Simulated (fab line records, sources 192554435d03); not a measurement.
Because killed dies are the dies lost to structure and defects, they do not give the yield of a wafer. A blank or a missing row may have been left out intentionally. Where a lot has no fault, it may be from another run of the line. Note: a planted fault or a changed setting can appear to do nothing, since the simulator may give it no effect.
Chamber matching | flow n5Finfet | 4 sister chambers for N5_BEOL_M10_DESCUM_33 on rieDiel-03
The step chemistry O2, time 7.9 s. 4 wafers are shown with their chamber, then 10 later ones without.

## WAFERS PAIRED WITH THEIR CHAMBERS
wafer  | chamber | showerheadPlenumPTorr (Torr)
L085.1 | 1       | 2.20
L085.3 | 3       | 2.19
L088.3 | 0       | 1.97
L088.4 | 2       | 2.21

## WAFERS WITH NO CHAMBER GIVEN
wafer  | showerheadPlenumPTorr (Torr)
L088.5 | 2.19
L092.1 | 2.20
L092.2 | 2.19
L092.5 | 1.96
L093.3 | 2.19
L093.4 | 1.96
L093.6 | 2.20
L096.2 | 2.19
L096.3 | 2.18
L096.4 | 2.19

## WHICH CHAMBER EACH ONE RAN IN
wafer  | from the rows above          | in truth
L088.5 | can't be placed: 3 or 1      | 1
L092.1 | can't be placed: 1 or 2 or 3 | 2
L092.2 | can't be placed: 3 or 1      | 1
L092.5 | 0                            | 0
L093.3 | can't be placed: 3 or 1      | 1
L093.4 | 0                            | 0
L093.6 | can't be placed: 1 or 2 or 3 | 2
L096.2 | can't be placed: 3 or 1      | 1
L096.3 | can't be placed: 3 or 1      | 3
L096.4 | can't be placed: 3 or 1      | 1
Placed correctly: 2 of 10. Not placeable from these rows: 8 (in 8, the candidates include the true chamber). Wrongly placed: 0.
How it was worked out, from the rows above alone: a wafer's distance from a chamber is the root of the sum, over the readings, of the square of ((its reading less the chamber's mean) divided by the reading's scatter). The wafer belongs to the nearest chamber; if the next one is less than 2 further off, it can't be placed. For every chamber, the mean is computed from those of its wafers that are shown. The scatter (one wafer shown for each chamber): square how far every hidden wafer sits from the nearest shown wafer, average those squares and take the square root.
